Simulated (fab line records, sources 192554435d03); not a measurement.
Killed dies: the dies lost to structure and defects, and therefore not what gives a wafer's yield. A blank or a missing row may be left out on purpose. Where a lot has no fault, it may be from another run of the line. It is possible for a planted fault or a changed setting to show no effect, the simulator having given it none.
Chamber matching + flow n5 finfet + rie diel-06 running N5_STI_FIN_REVEAL_STRIP_24: 4 sister chambers
The step strips in N2/H2, time 90 s. 4 wafers are shown with their chamber, then 7 later ones without.

EACH WAFER AND ITS CHAMBER
| wafer  | chamber | showerhead plenum p Torr (Torr) |
|--------|---------|---------------------------------|
| L085.2 | 1       | 3.45                            |
| L086.6 | 3       | 3.47                            |
| L088.1 | 0       | 3.21                            |
| L088.2 | 2       | 3.44                            |

WAFERS WHOSE CHAMBER IS MISSING
| wafer  | showerhead plenum p Torr (Torr) |
|--------|---------------------------------|
| L088.3 | 3.45                            |
| L091.1 | 3.20                            |
| L091.2 | 3.46                            |
| L091.4 | 3.44                            |
| L092.1 | 3.44                            |
| L092.3 | 3.20                            |
| L092.4 | 3.44                            |

CHAMBER TAKEN BY EACH
| wafer  | from the rows above          | in truth |
|--------|------------------------------|----------|
| L088.3 | can't be placed: 1 or 2      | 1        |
| L091.1 | 0                            | 0        |
| L091.2 | can't be placed: 1 or 3 or 2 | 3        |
| L091.4 | can't be placed: 2 or 1      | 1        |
| L092.1 | can't be placed: 2 or 1      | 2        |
| L092.3 | 0                            | 0        |
| L092.4 | can't be placed: 2 or 1      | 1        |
Correctly placed: 2 of 7. From these rows, 5 cannot be placed; in 5 the true chamber is one of the candidates. Number placed wrongly: 0.
How it was worked out, from the rows above alone: a wafer's distance from a chamber is the root of the sum, over the readings, of the square of ((its reading less the chamber's mean) divided by the reading's scatter). The wafer belongs to the nearest chamber; if the next one is less than 2 further off, it can't be placed. A chamber's mean is the mean of its shown wafers. The scatter: root of mean squared gap, hidden wafer to nearest shown wafer, with one shown wafer a chamber.
